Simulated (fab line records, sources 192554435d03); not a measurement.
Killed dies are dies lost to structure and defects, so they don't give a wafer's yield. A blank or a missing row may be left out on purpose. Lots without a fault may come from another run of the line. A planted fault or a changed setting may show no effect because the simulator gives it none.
One fault seen from 2 desks | flow n5_finfet | each desk has only its own numbers; what lay behind them comes last

THE TOOL OWNER'S DESK: ald_metal-01
The tool's own readings at N5_HKMG_FIN_ALD_21 (deposits TiN, target thk 1.5 nm, pulse time 1 s, purge time 3 s): means of the sampled wafers that have a number, for each lot that ran on this tool. A lot is out of limits, marked OUT, if its mean lies more than 4 standard deviations from the usual mean; the brackets give that distance.
Columns: A = heater_power_w at N5_HKMG_FIN_ALD_21, usual 902 W; B = precursor_pulse_height_rel at N5_HKMG_FIN_ALD_21, usual 1.000
lot  | first seen here | A   | B
L161 | day 4 12:34     | 857 | 1.004
L162 | day 4 16:31     | 898 | 0.991
L164 | day 5 02:16     | 901 | 0.992
L174 | day 7 14:42     | 888 | 0.995
L175 | day 7 22:10     | 858 | 1.002
L176 | day 8 05:04     | 954 | 0.994
This desk's finding: nothing out of limits on any of the 6 lots.

THE METROLOGY DESK
What the gauges read, lot by lot, whatever tool the lot ran on: means of the sampled wafers that have a number. A lot is out of limits, marked OUT, if its mean lies more than 4 standard deviations from the usual mean; the brackets give that distance. Of its 10 readings 7 are shown: those that lie furthest out on some lot.
Columns: A = DIBL_N at N5_BEOL_M4_RC_MEAS_101, usual 36.1 mV/V; B = DIBL_P at N5_BEOL_M4_RC_MEAS_101, usual 36.1 mV/V; C = IOFF_P at N5_BEOL_M4_RC_MEAS_101, usual 0.21 nA/um; D = ION_P at N5_BEOL_M4_RC_MEAS_101, usual 464 uA/um; E = SS_N at N5_BEOL_M4_RC_MEAS_101, usual 71.5 mV/dec; F = SS_P at N5_BEOL_M4_RC_MEAS_101, usual 73.3 mV/dec; G = VT_P at N5_BEOL_M4_RC_MEAS_101, usual -250 mV
lot  | first seen here | A    | B    | C    | D   | E    | F    | G
L161 | day 7 14:54     | 36.5 | 36.8 | 0.20 | 460 | 71.7 | 73.1 | -252
L162 | day 8 06:20     | 36.5 | 35.3 | 0.19 | 455 | 71.5 | 72.8 | -251
L164 | day 8 09:32     | 36.8 | 36.0 | 0.22 | 460 | 71.9 | 73.2 | -247
L174 | day 11 08:40    | 35.5 | 36.0 | 0.20 | 462 | 71.2 | 73.2 | -252
L175 | day 11 09:25    | 36.5 | 35.5 | 0.19 | 462 | 70.8 | 73.2 | -252
L176 | day 11 15:29    | 34.4 | 32.7 | 0.17 | 460 | 70.9 | 72.3 | -254
L177 | day 12 02:38    | 34.1 | 33.7 | 0.19 | 461 | 70.9 | 72.8 | -251
L178 | day 12 05:31    | 36.4 | 37.4 | 0.19 | 458 | 72.0 | 73.6 | -254
L179 | day 12 10:04    | 36.3 | 37.8 | 0.23 | 466 | 72.1 | 73.8 | -248
L183 | day 13 18:02    | 37.4 | 37.5 | 0.31 | 478 | 71.8 | 73.8 | -242
L184 | day 14 09:27    | 35.9 | 36.4 | 0.23 | 470 | 71.2 | 73.1 | -247
This desk's finding: nothing out of limits on any of the 11 lots.

PUT TOGETHER
The tool owner's desk saw nothing out of limits.
The metrology desk saw nothing out of limits.

WHAT THE SIMULATOR HAD PUT IN
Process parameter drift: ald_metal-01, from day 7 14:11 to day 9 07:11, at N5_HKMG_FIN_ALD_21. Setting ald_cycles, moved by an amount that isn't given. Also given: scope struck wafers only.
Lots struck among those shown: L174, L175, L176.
